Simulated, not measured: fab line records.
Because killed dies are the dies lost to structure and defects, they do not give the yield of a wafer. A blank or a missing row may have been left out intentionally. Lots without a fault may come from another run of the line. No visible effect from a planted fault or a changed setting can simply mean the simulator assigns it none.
Chamber matching :: flow nand-harc :: 4 sister chambers for NHARC_A_BLC_STRIP_29 on rie-diel-03
The step strips in CF4. 8 wafers are shown with their chamber, then 11 later ones without.

== EACH WAFER AND ITS CHAMBER ==
wafer: L081.1
chamber: 1
drypump-motor-current-A (A): 6.1
oes-product-au (a.u.): 1.009

wafer: L081.4
chamber: 3
drypump-motor-current-A (A): 5.7
oes-product-au (a.u.): 1.011

wafer: L080.5
chamber: 1
drypump-motor-current-A (A): 6.1
oes-product-au (a.u.): 1.015

wafer: L080.6
chamber: 2
drypump-motor-current-A (A): 6.3
oes-product-au (a.u.): 0.997

wafer: L082.1
chamber: 3
drypump-motor-current-A (A): 5.7
oes-product-au (a.u.): 1.009

wafer: L082.3
chamber: 2
drypump-motor-current-A (A): 6.3
oes-product-au (a.u.): 0.999

wafer: L082.5
chamber: 0
drypump-motor-current-A (A): 5.4
oes-product-au (a.u.): 0.990

wafer: L087.1
chamber: 0
drypump-motor-current-A (A): 5.5
oes-product-au (a.u.): 1.000

== WAFERS WHOSE CHAMBER IS MISSING ==
wafer: L087.2
drypump-motor-current-A (A): 6.1
oes-product-au (a.u.): 0.999

wafer: L087.4
drypump-motor-current-A (A): 6.4
oes-product-au (a.u.): 1.007

wafer: L090.3
drypump-motor-current-A (A): 6.1
oes-product-au (a.u.): 0.992

wafer: L090.5
drypump-motor-current-A (A): 6.1
oes-product-au (a.u.): 0.982

wafer: L090.6
drypump-motor-current-A (A): 5.5
oes-product-au (a.u.): 1.001

wafer: L094.3
drypump-motor-current-A (A): 6.1
oes-product-au (a.u.): 0.988

wafer: L094.5
drypump-motor-current-A (A): 6.4
oes-product-au (a.u.): 0.989

wafer: L094.6
drypump-motor-current-A (A): 5.7
oes-product-au (a.u.): 0.998

wafer: L095.1
drypump-motor-current-A (A): 5.5
oes-product-au (a.u.): 0.995

wafer: L095.2
drypump-motor-current-A (A): 6.1
oes-product-au (a.u.): 0.973

wafer: L095.6
drypump-motor-current-A (A): 6.1
oes-product-au (a.u.): 0.979

== WHICH CHAMBER EACH WENT THROUGH ==
wafer: L087.2
from the rows above: 1
in truth: 1

wafer: L087.4
from the rows above: 2
in truth: 2

wafer: L090.3
from the rows above: can't be placed: 1 or 2
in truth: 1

wafer: L090.5
from the rows above: can't be placed: 2 or 1
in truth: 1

wafer: L090.6
from the rows above: 0
in truth: 0

wafer: L094.3
from the rows above: can't be placed: 1 or 2
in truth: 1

wafer: L094.5
from the rows above: 2
in truth: 2

wafer: L094.6
from the rows above: 3
in truth: 3

wafer: L095.1
from the rows above: 0
in truth: 0

wafer: L095.2
from the rows above: can't be placed: 2 or 1
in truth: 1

wafer: L095.6
from the rows above: can't be placed: 2 or 1
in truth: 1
6 of 11 placed correctly. Unplaceable from these rows: 5, with the true chamber sitting among the candidates in 5. Wrongly placed: 0.
How it was worked out, from the rows above alone: a wafer's distance from a chamber is the root of the sum, over the readings, of the square of ((its reading less the chamber's mean) divided by the reading's scatter). The wafer belongs to the nearest chamber; if the next one is less than 2 further off, it can't be placed. Each chamber's mean is taken over the wafers shown for it. The scatter is the square root of a quotient: the sum, over the shown wafers, of each reading's squared deviation from its chamber's mean, divided by wafers minus chambers.
